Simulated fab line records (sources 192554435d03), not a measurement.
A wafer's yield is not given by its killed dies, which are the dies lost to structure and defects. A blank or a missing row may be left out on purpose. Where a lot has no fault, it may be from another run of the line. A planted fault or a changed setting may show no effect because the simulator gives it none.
Matching of chambers    flow n5-finfet    4 sister chambers for N5_BEOL_M7_ALD_77 on ald-metal-02
The step deposits TaN, target thk 2 nm, pulse time 2 s, purge time 3 s. 16 wafers are shown with their chamber, then 8 later ones without.

== WAFERS PAIRED WITH THEIR CHAMBERS ==
wafer   chamber  heater-power-w (W)  susceptor-temp-C (C)  precursor-vessel-carrier-sccm (sccm)
L074.1  2        427                 275.12                1005
L074.5  3        465                 274.93                1006
L074.6  2        409                 274.99                1002
L080.1  2        421                 274.93                998
L080.5  3        462                 275.12                998
L080.6  2        422                 275.05                999
L083.1  2        418                 275.03                1000
L083.4  1        476                 275.09                999
L083.5  2        411                 275.09                1004
L085.1  0        391                 275.05                1006
L085.4  2        418                 275.03                1007
L085.5  2        429                 275.01                1000
L091.2  2        419                 275.18                1002
L091.3  0        396                 274.88                994
L091.4  1        473                 275.16                1005
L095.1  0        400                 274.88                999

SIGNATURES (averages over the wafers above)
reading                        chamber 0  chamber 1  chamber 2  chamber 3  scatter within a chamber
heater-power-w                 395.67     474.50     419.33     463.50     5.71
susceptor-temp-C               274.9367   275.1250   275.0478   275.0250   0.0834
precursor-vessel-carrier-sccm  999.67     1002.00    1001.89    1002.00    4.02
Rule: for a wafer and a chamber, the distance is found by dividing, reading by reading, the gap between the wafer's reading and the chamber's mean by the reading's scatter, squaring, summing and taking the root. If the next closest chamber is less than 2 further off than the closest, the wafer can't be placed; otherwise it belongs to the closest. How the scatter is found: for the shown wafers, subtract from each reading the mean of its chamber, square and add these, divide the total by (wafers less chambers), then take the root.

== WAFERS WITHOUT THEIR CHAMBER ==
wafer   heater-power-w (W)  susceptor-temp-C (C)  precursor-vessel-carrier-sccm (sccm)
L095.4  468                 274.99                1004
L095.6  391                 274.82                999
L086.3  477                 275.41                1003
L086.4  409                 275.01                1002
L086.5  412                 275.07                997
L096.3  423                 275.13                1005
L096.4  463                 274.79                998
L096.5  402                 274.72                1000

== CHAMBER TAKEN BY EACH ==
wafer   from the rows above      in truth
L095.4  can't be placed: 3 or 1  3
L095.6  0                        0
L086.3  can't be placed: 1 or 3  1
L086.4  can't be placed: 2 or 0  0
L086.5  can't be placed: 2 or 0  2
L096.3  2                        2
L096.4  can't be placed: 3 or 1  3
L096.5  0                        0
Placed correctly: 3 of 8. Can't be placed from these rows: 5 (the true chamber is among the candidates in 5). 0 placed wrongly.
